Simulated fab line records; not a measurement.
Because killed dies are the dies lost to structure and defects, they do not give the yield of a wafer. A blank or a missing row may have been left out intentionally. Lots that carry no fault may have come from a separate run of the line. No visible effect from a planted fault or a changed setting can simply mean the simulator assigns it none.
Matching of chambers    flow n5-finfet    rie-diel-03 running N5_BEOL_M2_ETCHBACK_99: 4 sister chambers
The step etches SiO2 in CHF3, target depth 5 nm, time 10.4 s. 14 wafers are shown with their chamber, then 7 later ones without.

## WAFERS WITH THEIR CHAMBER
wafer   chamber  drypump-motor-current-A (A)  showerhead-plenum-p-Torr (Torr)  oes_ar_750_au (a.u.)
L078.1  2        5.6                          2.26                             0.81
L078.4  3        5.1                          2.05                             0.70
L078.5  3        5.1                          2.05                             0.71
L081.1  2        5.6                          2.25                             0.80
L081.2  3        5.1                          2.04                             0.70
L081.5  2        5.6                          2.25                             0.79
L084.1  2        5.6                          2.25                             0.79
L084.4  1        5.8                          2.29                             0.87
L084.5  0        6.0                          2.21                             0.71
L087.3  2        5.7                          2.25                             0.79
L087.5  0        6.0                          2.21                             0.71
L087.6  1        5.8                          2.28                             0.87
L082.2  0        6.0                          2.21                             0.71
L082.4  3        5.1                          2.04                             0.70

SIGNATURES (averages over the wafers above)
reading                   chamber 0  chamber 1  chamber 2  chamber 3  scatter within a chamber
drypump-motor-current-A   6.000      5.800      5.620      5.100      0.0283
showerhead-plenum-p-Torr  2.2100     2.2850     2.2520     2.0450     0.0048
oes_ar_750_au             0.7100     0.8700     0.7960     0.7025     0.00628
Rule: a wafer lies at a distance from a chamber equal to the root of the sum of squares, over the readings, of (its reading less the chamber's mean, divided by the reading's scatter). If the next closest chamber is less than 2 further off than the closest, the wafer can't be placed; otherwise it belongs to the closest. The scatter: the root of (the sum of the squares of (reading less its chamber's mean) over the shown wafers, divided by (wafers less chambers)).

## WAFERS MISSING THEIR CHAMBER
wafer   drypump-motor-current-A (A)  showerhead-plenum-p-Torr (Torr)  oes_ar_750_au (a.u.)
L082.5  5.1                          2.04                             0.70
L093.1  5.7                          2.25                             0.78
L093.4  5.6                          2.25                             0.78
L093.6  5.1                          2.04                             0.69
L097.2  5.8                          2.27                             0.83
L097.4  5.7                          2.24                             0.77
L097.6  5.8                          2.27                             0.83

## WHICH CHAMBER EACH WENT THROUGH
wafer   from the rows above  in truth
L082.5  3                    3
L093.1  2                    2
L093.4  2                    2
L093.6  3                    3
L097.2  1                    1
L097.4  2                    2
L097.6  1                    1
Correct placement for 7 of the 7. Number that these rows cannot place: 0. Number placed wrongly: 0.
